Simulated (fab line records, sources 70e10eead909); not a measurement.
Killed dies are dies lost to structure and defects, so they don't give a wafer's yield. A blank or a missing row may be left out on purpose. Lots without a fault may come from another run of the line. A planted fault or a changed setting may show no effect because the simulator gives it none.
Which tool did it? | flow nand_harc | 6 lots, 18 wafers sampled, at 3 steps of a route of 1159

WHAT THE GAUGES READ, wafer by wafer
NHARC_A_ONON_D1_THK_MEAS_14: measures by ellipsometry.
lot  | measured     | on            | thk_nm (nm)
L854 | day 8 07:23  | film_metro-02 | 1002 1002 1001
L858 | day 9 12:07  | film_metro-01 | 1003 1003 1003
L864 | day 10 19:31 | film_metro-01 | 1019 1017 1017
L863 | day 10 19:09 | film_metro-01 | 1006 1008 1009
L869 | day 12 05:10 | film_metro-02 | 1012 1014 1014
L872 | day 13 11:03 | film_metro-01 | 998 998 998

WHICH TOOL RAN EACH LOT (tool, then ch and the chambers of the sampled wafers, then the start)
lot  | NHARC_P_BONDPAD_CMP_19        | NHARC_A_ONON_D1_DEP_12
L854 | cmp-03 ch 0,2,3, day 7 06:35  | pecvd_onon-02 ch 0, day 8 06:52
L858 | cmp-01 ch 0,1,2, day 8 10:56  | pecvd_onon-02 ch 0, day 9 11:36
L864 | cmp-01 ch 1,3, day 9 16:46    | pecvd_onon-04 ch 0, day 10 19:03
L863 | cmp-03 ch 0,2, day 9 19:40    | pecvd_onon-04 ch 0, day 10 18:38
L869 | cmp-02 ch 0,1,3, day 11 02:34 | pecvd_onon-04 ch 0, day 12 04:43
L872 | cmp-02 ch 0,1,2, day 12 08:28 | pecvd_onon-01 ch 0, day 13 10:32
- NHARC_P_BONDPAD_CMP_19: polishes, t overpolish 30 s, cu recess touch 16 s, target thk 160.81 nm.
- NHARC_A_ONON_D1_DEP_12: target thk 1000 nm.

THE ANSWER, worked out from the rows above alone
Rule: what is usual is taken from the lots themselves. Put in order of their means at a reading, lots are off if they are a third of the lots or fewer, leave a main group of 4 or more, and stand apart from it by a gap of 3 or more times the standard deviation of the main group's means; of several such gaps the widest counts. A main group whose means are all the same, to the digits that the tables above print for the reading, isn't used. A lot without any number at a reading at which 4 lots or more have one is off too. The other lots that the step has rows for count as sound.
No lot is off at any reading shown: from this, nothing can be told.

WHAT THE SIMULATOR HAD PUT IN
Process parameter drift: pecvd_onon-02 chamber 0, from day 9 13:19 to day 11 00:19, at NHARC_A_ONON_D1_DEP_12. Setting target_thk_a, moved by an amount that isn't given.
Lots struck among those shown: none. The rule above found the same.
